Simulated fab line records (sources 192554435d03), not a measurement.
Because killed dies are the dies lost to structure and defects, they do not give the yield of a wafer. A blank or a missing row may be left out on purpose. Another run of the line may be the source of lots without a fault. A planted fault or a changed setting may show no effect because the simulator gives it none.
A struck lot beside a sound one    flow n5Finfet    37 steps out of a route of 1938
Sound: the wafers L925.1, L925.2, L925.5. The struck wafers were L920.1, L920.3, L920.5. The cause is given at the end.
Each step with rows lists, per side, the tool, then ch with its chambers, then its first start. Under that, the readings that differ: sound wafers    struck wafers    difference of the means    sigmas: that difference in standard deviations of wafers without a fault.
alike: words and numbers the same on both sides, and readings whose means are apart by under 2 such deviations; not compared: readings that were withheld, readings missing a value for some wafer, numbers with overlapping values and no deviation given by the record, and bounds like >300 which may hide the same value.
The two part at a step that has a row with sigmas, a row that says differs or no value, or rows on one side only. Numbers that have no deviation but don't overlap get no sigmas and don't part them. A reading that every wafer of one side lacks parts them only if that side has two wafers or more.

first, 9 steps without rows for these wafers: N5_BEOL_M0_ANNEAL_135 (time 60 s); N5_BEOL_M0_SPUTTER_141 (material Cu, target thk 4 nm, time 7.37 s); N5_BEOL_M0_ECD_118 (material Cu, target thk 300 nm); N5_BEOL_M0_ANNEAL_119 (time 90 s); N5_BEOL_M0_CMP_120 (polishes, stops on SiOC, t overpolish 6.9 s); N5_BEOL_M0_PRE_CLEAN_131 (time 15 s); N5_BEOL_M0_CO_CAP_123 (material Co, precursor CCTBA/H2, target thk 2 nm, time 102.1 s); N5_BEOL_M0_PRE_CLEAN_124 (time 15 s); N5_BEOL_M0_DEP_125 (deposits SiCN from 3MS/NH3, target thk 8 nm, time 14 s).
N5_BEOL_M1_ILD_DEP_00: deposits SiOC from DEMS/O2, target thk 79 nm, time 15.3 s.
  sound on pecvd-02 ch 0,1, day 10 02:17; struck on pecvd-03 ch 1,2, day 9 03:45
reading                                      sound           struck      difference  sigmas
model.SiOC_of_BEOL_M1_ILD_DEP_00.thkNm (nm)  79.4 78.4 78.2  75.6 75 75  -3.5        
  alike: heaterPowerW, showerheadPlenumPTorr, showerheadVppV, throttleValvePct
  not compared: sinceWetCleanH
N5_BEOL_M1_THK_MEAS_01:
  struck on filmMetro-01, day 9 03:49; sound on filmMetro-01, day 10 02:21
reading          sound           struck          difference  sigmas
M1_ILD_THK (nm)  79.3 78.5 78.2  75.5 75.0 75.0  -3.5        -3
then, 24 steps without rows for these wafers: N5_BEOL_M1_PECVD_72 (deposits SiO2 from TEOS/O2, target thk 16 nm, time 18 s); N5_BEOL_M1_HM_DEP_02 (deposits TiN, target thk 20 nm); N5_BEOL_M1_COAT_61 (time 60 s, resist thk 60 nm); N5_BEOL_M1_COAT_62 (time 60 s, resist thk 12 nm); N5_BEOL_M1_COAT_73 (time 60 s, resist thk 5 nm); N5_BEOL_M1_COAT_05 (resist thk 30 nm); N5_BEOL_M1_EBR_07; N5_BEOL_M1_SOFTBAKE_06 (time 60 s); N5_BEOL_M1_EXPOSE_08 (exposes mask M1); N5_BEOL_M1_PEB_09 (peb time 60 s); N5_BEOL_M1_DEVELOP_10 (develop time 30 s); N5_BEOL_M1_DESCUM_16 (chemistry O2, time 7 s); N5_BEOL_M1_ETCH_74 (etches underlayer in N2/H2, target depth 6.5 nm, time 5.2 s); N5_BEOL_M1_ETCH_63 (etches SiARC in CF4, target depth 15.6 nm, time 26 s); N5_BEOL_M1_ETCH_64 (etches SOC in N2/H2, target depth 75 nm, overetch 15 nm, time 112.5 s); N5_BEOL_M1_STRIP_65 (strips in N2/H2); N5_BEOL_M1_STRIP_75 (strips in N2/H2); N5_BEOL_M1_STRIP_66 (strips in CF4); N5_BEOL_M1_HM_OPEN_17 (chemistry Cl2/BCl3, target TiN, target depth 20 nm, overetch 6 nm); N5_BEOL_M1_STRIP_19 (strips in O2); N5_BEOL_M1_COAT_67 (time 60 s, resist thk 60 nm); N5_BEOL_M1_COAT_68 (time 60 s, resist thk 12 nm); N5_BEOL_M1_COAT_76 (time 60 s, resist thk 5 nm); N5_BEOL_M1_COAT_22 (resist thk 30 nm).
N5_BEOL_M1_CMP_52: polishes, stops on SiOC, t overpolish 6.8 s, target thk 40 nm.
  sound on cmp-01 ch 0,3, day 10 11:45; struck on cmp-04 ch 0,2, day 9 12:02
reading                                      sound           struck          difference  sigmas
model.Cu_of_BEOL_M1_ECD_50.thkNm (nm)        42.2 40.2 41    37.6 36.6 37.2  -4.0        
model.SiOC_of_BEOL_M1_ILD_DEP_00.thkNm (nm)  78.4 77.4 77.2  74.6 74 74      -3.5        
  alike: barrierFieldEndpointS, edgeZonePressureFrac, motorCurrentA, overpolishRunS, timeToEndpointS
N5_BEOL_M4_RC_MEAS_101:
  sound on prober-02 ch 0, day 12 07:00; struck on prober-01 ch 0, day 10 19:53
reading         sound           struck          difference  sigmas
IOFF_P (nA/um)  0.24 0.28 0.28  0.21 0.18 0.18  -0.08       -2
ION_P (uA/um)   485 473 473     460 462 457     -17         -2
  alike: DIBL_N, DIBL_P, IOFF_N, ION_N, SS_N, SS_P, VT_N, VT_P

== WHERE THEY PART ==
Last at N5_BEOL_M4_RC_MEAS_101 as far as this record goes, first at N5_BEOL_M1_THK_MEAS_01.

WHY: what had been put in by the simulator
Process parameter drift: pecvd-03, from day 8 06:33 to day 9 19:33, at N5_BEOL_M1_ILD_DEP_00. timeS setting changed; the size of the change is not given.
